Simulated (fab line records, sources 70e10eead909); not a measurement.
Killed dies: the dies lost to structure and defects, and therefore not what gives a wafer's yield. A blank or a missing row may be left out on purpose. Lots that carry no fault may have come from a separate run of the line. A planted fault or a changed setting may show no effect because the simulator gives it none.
2 desks looking at one fault	flow nand harc	each desk has only its own numbers; what lay behind them comes last

DESK OF THE TOOL OWNER: pecvd onon-03
The tool's own readings at NHARC_A_ONON_D1_DEP_12 (target thk 1000 nm): means of the sampled wafers that have a number, for each lot that ran on this tool. A lot is out of limits, marked OUT, if its mean lies more than 4 standard deviations from the usual mean; the brackets give that distance.
Columns: A = n2 flow sccm at NHARC_A_ONON_D1_DEP_12, usual 2751 sccm; B = n2o flow sccm at NHARC_A_ONON_D1_DEP_12, usual 2001 sccm; C = susceptor temp C at NHARC_A_ONON_D1_DEP_12, usual 400.01 C
lot	first seen here	A	B	C
L910	day 7 08:11	2761	2003	399.74
L912	day 8 08:54	2746	2002	399.92
L914	day 9 01:10	2756	2009	400.10
L930	day 12 18:31	2751	2002	399.90
L933	day 13 08:53	2755	1990	400.03
Finding of this desk: none of the 5 lots has anything out of limits.

METROLOGY DESK
Lot by lot, what the gauges showed, no matter which tool ran the lot: averages of those sampled wafers that carry a number. A lot is out of limits, marked OUT, if its mean lies more than 4 standard deviations from the usual mean; the brackets give that distance.
Columns: A = cd nm at NHARC_P_BONDPAD_CD_MEAS_13, usual 499.1 nm; B = thk nm at NHARC_A_SOURCE_PLATE_THK_MEAS_06, usual 199.7 nm
lot	first seen here	A	B
L910	day 6 04:42	497.5	203.6
L912	day 7 03:28	497.7	200.2
L915	day 7 18:11	496.7	197.2
L914	day 7 18:58	499.7	199.6
L916	day 8 00:40	495.9	197.3
L917	day 8 08:39	501.3	201.5
L924	day 9 23:19	501.4	200.1
L925	day 10 06:04	498.2	200.7
L929	day 11 03:23	499.3	198.0
L930	day 11 12:53	500.8	200.1
L932	day 11 13:40	500.0	198.2
L931	day 11 14:25	500.4	202.2
L933	day 12 01:38	500.6	198.5
Finding of this desk: none of the 13 lots has anything out of limits.

TAKEN TOGETHER
The desk of the tool owner found nothing out of limits.
Metrology desk: nothing out of limits seen.

WHAT WAS PUT IN BY THE SIMULATOR
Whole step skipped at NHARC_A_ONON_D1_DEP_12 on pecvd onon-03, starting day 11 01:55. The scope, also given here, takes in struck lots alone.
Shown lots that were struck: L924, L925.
